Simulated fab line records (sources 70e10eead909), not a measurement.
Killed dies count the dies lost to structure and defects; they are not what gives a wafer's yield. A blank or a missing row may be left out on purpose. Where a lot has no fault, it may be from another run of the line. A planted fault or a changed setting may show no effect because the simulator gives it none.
Matching of chambers | flow nand harc | NHARC_A_CONTACT_DESCUM_13 on rie diel-07: 4 sister chambers
The step chemistry O2, time 3 s. 4 wafers are shown with their chamber, then 8 later ones without.

## WAFERS PAIRED WITH THEIR CHAMBERS
wafer  | chamber | drypump motor current A (A)
L089.2 | 1       | 5.9
L089.5 | 0       | 5.3
L089.6 | 3       | 5.7
L091.2 | 2       | 6.3

## WAFERS MISSING THEIR CHAMBER
wafer  | drypump motor current A (A)
L091.4 | 5.3
L091.6 | 5.3
L092.2 | 5.7
L092.4 | 5.9
L092.6 | 5.8
L097.3 | 5.8
L097.4 | 5.3
L097.6 | 5.8

## THE CHAMBER EACH PASSED THROUGH
wafer  | from the rows above     | in truth
L091.4 | 0                       | 0
L091.6 | 0                       | 0
L092.2 | 3                       | 3
L092.4 | 1                       | 1
L092.6 | can't be placed: 3 or 1 | 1
L097.3 | can't be placed: 3 or 1 | 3
L097.4 | 0                       | 0
L097.6 | can't be placed: 3 or 1 | 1
Correctly placed: 5 of 8. Cannot be placed on the basis of these rows: 3; the candidates contain the true chamber in 3. Wrongly placed: 0.
How it was worked out, from the rows above alone: a wafer's distance from a chamber is the root of the sum, over the readings, of the square of ((its reading less the chamber's mean) divided by the reading's scatter). The wafer belongs to the nearest chamber; if the next one is less than 2 further off, it can't be placed. For every chamber, the mean is computed from those of its wafers that are shown. The scatter: root of mean squared gap, hidden wafer to nearest shown wafer, with one shown wafer a chamber.
